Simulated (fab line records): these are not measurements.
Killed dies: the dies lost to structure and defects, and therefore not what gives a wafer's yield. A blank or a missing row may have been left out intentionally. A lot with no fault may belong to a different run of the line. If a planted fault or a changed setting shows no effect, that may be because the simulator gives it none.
Comparing a struck lot with a sound one ; flow n5 finfet ; 38 steps out of a route of 1938
Sound: the wafers L524.1, L524.3, L524.5. The struck wafers were L540.2, L540.3, L540.6. Last of all comes the cause.
Order at every step that has rows: each side's tool, ch and its chambers, its first start. Under that, the readings that differ: sound wafers ; struck wafers ; difference of the means ; sigmas: that difference in standard deviations of wafers without a fault.
alike: same words and numbers on both sides, and readings whose means sit less than 2 such deviations apart. not compared: any withheld reading, any reading some wafer has no value for, any bound like >300 that may hide the same value, and any number with overlapping values for which the record gives no deviation.
Wherever a step has rows on one side only, a row that says differs or no value, or a row with sigmas, the two part there. When numbers do not overlap yet have no deviation, they are printed without sigmas and do not part them. A reading that every wafer of one side lacks parts them only if that side has two wafers or more.

first, 9 steps without rows for these wafers: N5_BEOL_M3_ANNEAL_95 (time 240 s); N5_BEOL_M3_SPUTTER_96 (material Cu, target thk 4.5 nm, time 8.29 s); N5_BEOL_M3_ECD_50 (material Cu, target thk 300 nm); N5_BEOL_M3_ANNEAL_51 (time 90 s); N5_BEOL_M3_CMP_52 (polishes, stops on SiOC, t overpolish 6.8 s, target thk 40 nm); N5_BEOL_M3_PRE_CLEAN_60 (time 15 s); N5_BEOL_M3_CO_CAP_55 (material Co, precursor CCTBA/H2, target thk 2 nm, time 102.1 s); N5_BEOL_M3_PRE_CLEAN_56 (time 15 s); N5_BEOL_M3_DEP_57 (deposits SiCN from 3MS/NH3, target thk 8 nm, time 14 s).
N5_BEOL_M4_ILD_DEP_00: deposits SiOC from DEMS/O2, target thk 79 nm, time 15.3 s.
  sound on pecvd-01 ch 0,2, day 8 03:16; struck on pecvd-01 ch 0,1, day 11 19:19
reading;sound;struck;difference;sigmas
model.SiOC_of_BEOL_M4_ILD_DEP_00.thk nm (nm);77.6 79.4 79.4;142.6 142.8 144.6;+64.5;
  alike: heater power w, showerhead plenum p Torr, throttle valve pct
N5_BEOL_M4_THK_MEAS_01:
  sound: film metro-02 at day 8 03:21; struck: film metro-01 at day 11 19:23
reading;sound;struck;difference;sigmas
M4_ILD_THK (nm);77.7 79.3 79.4;142.5 142.8 144.7;+64.5;+65
then, 24 steps without rows for these wafers: N5_BEOL_M4_PECVD_72 (deposits SiO2 from TEOS/O2, target thk 16 nm, time 18 s); N5_BEOL_M4_HM_DEP_02 (deposits TiN, target thk 20 nm); N5_BEOL_M4_COAT_61 (time 60 s, resist thk 60 nm); N5_BEOL_M4_COAT_62 (time 60 s, resist thk 12 nm); N5_BEOL_M4_COAT_73 (time 60 s, resist thk 5 nm); N5_BEOL_M4_COAT_05 (resist thk 30 nm); N5_BEOL_M4_EBR_07; N5_BEOL_M4_SOFTBAKE_06 (time 60 s); N5_BEOL_M4_EXPOSE_08 (exposes mask M4); N5_BEOL_M4_PEB_09 (peb time 60 s); N5_BEOL_M4_DEVELOP_10 (develop time 30 s); N5_BEOL_M4_DESCUM_16 (chemistry O2, time 7 s); N5_BEOL_M4_ETCH_74 (etches underlayer in N2/H2, target depth 6.5 nm, time 5.2 s); N5_BEOL_M4_ETCH_63 (etches SiARC in CF4, target depth 15.6 nm, time 26 s); N5_BEOL_M4_ETCH_64 (etches SOC in N2/H2, target depth 75 nm, overetch 22.5 nm, time 121.9 s); N5_BEOL_M4_STRIP_65 (strips in N2/H2); N5_BEOL_M4_STRIP_75 (strips in N2/H2); N5_BEOL_M4_STRIP_66 (strips in CF4); N5_BEOL_M4_HM_OPEN_17 (chemistry Cl2/BCl3, target TiN, target depth 20 nm, overetch 6 nm); N5_BEOL_M4_STRIP_19 (strips in O2); N5_BEOL_M4_COAT_67 (time 60 s, resist thk 60 nm); N5_BEOL_M4_COAT_68 (time 60 s, resist thk 12 nm); N5_BEOL_M4_COAT_76 (time 60 s, resist thk 5 nm); N5_BEOL_M4_COAT_22 (resist thk 30 nm).
N5_BEOL_M4_CMP_52: polishes, stops on SiOC, t overpolish 6.8 s, target thk 40 nm.
  sound on cmp-01 ch 0,2, day 8 12:33; struck on cmp-01 ch 2,3, day 12 09:19
reading;sound;struck;difference;sigmas
model.SiOC_of_BEOL_M4_ILD_DEP_00.thk nm (nm);74.6 76.4 76.4;139.6 139.8 141.6;+64.5;
  alike: edge zone pressure frac, motor current A, slurry flow ml min
N5_BEOL_M4_RC_MEAS_101:
  the record has rows for the sound wafers here (prober-02 ch 0, day 8 13:09) and none for the struck ones
-- here the record skips 5 days between the struck wafers' starts before and after, leaving off in module BEOL_M4 and picking up in module PASSIVATION (first step shown: number 1936 of the route) --
N5_PASSIVATION_PROBE_49:
  record: rows for the struck wafers here (prober-02, day 17 01:21), none for the sound ones

## WHERE THEY PART
First at N5_BEOL_M4_THK_MEAS_01; last, within this record, at N5_PASSIVATION_PROBE_49.

WHY: the cause the simulator had injected
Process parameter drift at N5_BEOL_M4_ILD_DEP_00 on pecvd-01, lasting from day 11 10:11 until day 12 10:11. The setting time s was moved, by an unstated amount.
